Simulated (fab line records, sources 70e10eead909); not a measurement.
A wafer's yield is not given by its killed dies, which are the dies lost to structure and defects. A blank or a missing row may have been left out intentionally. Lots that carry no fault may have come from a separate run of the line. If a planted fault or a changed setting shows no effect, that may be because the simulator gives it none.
Matching of chambers ; flow nand harc ; NHARC_A_STAIRCASE_DESCUM_252 on rie diel-05: 4 sister chambers
The step chemistry O2, time 3 s. 16 wafers are shown with their chamber, then 8 later ones without.

## WAFERS PAIRED WITH THEIR CHAMBERS
wafer;chamber;drypump motor current A (A);showerhead plenum p Torr (Torr);oes product au (a.u.)
L075.1;0;5.9;1.79;1.006
L075.3;2;6.4;2.06;1.013
L075.6;2;6.4;2.06;1.021
L074.2;3;4.8;1.86;0.999
L074.3;0;5.9;1.79;0.989
L074.5;2;6.4;2.07;1.005
L076.2;3;4.8;1.86;1.002
L076.3;1;5.9;1.84;1.021
L076.4;0;5.9;1.79;0.997
L077.3;2;6.4;2.06;0.997
L077.5;0;5.9;1.79;0.991
L077.6;3;4.8;1.86;1.004
L084.1;2;6.3;2.06;1.004
L084.5;2;6.4;2.06;1.005
L084.6;3;4.8;1.85;1.009
L095.4;2;6.3;2.05;0.995

SIGNATURES (averages over the wafers above)
reading;chamber 0;chamber 1;chamber 2;chamber 3;scatter within a chamber
drypump motor current A;5.900;5.900;6.371;4.800;0.0345
showerhead plenum p Torr;1.7900;1.8400;2.0600;1.8575;0.00479
oes product au;0.99575;1.02100;1.00571;1.00350;0.00769
Rule: a wafer's distance from a chamber is the root of the sum, over the readings, of the square of ((its reading less the chamber's mean) divided by the reading's scatter). If the next closest chamber is less than 2 further off than the closest, the wafer can't be placed; otherwise it belongs to the closest. The scatter: take each reading less its chamber's mean, square it, sum over the shown wafers, divide by the number of wafers less the number of chambers, and take the root.

## WAFERS MISSING THEIR CHAMBER
wafer;drypump motor current A (A);showerhead plenum p Torr (Torr);oes product au (a.u.)
L095.5;5.9;1.78;0.983
L095.6;6.0;1.83;1.015
L097.1;4.8;1.85;0.992
L097.2;6.3;2.05;0.989
L097.3;5.8;1.78;0.983
L097.4;6.0;1.83;1.030
L097.5;4.8;1.85;1.000
L097.6;5.9;1.78;0.986

## WHICH CHAMBER EACH ONE RAN IN
wafer;from the rows above;in truth
L095.5;0;0
L095.6;1;1
L097.1;3;3
L097.2;2;2
L097.3;0;0
L097.4;1;1
L097.5;3;3
L097.6;0;0
Correct placement for 8 of the 8. Number that these rows cannot place: 0. Placed wrongly: 0.
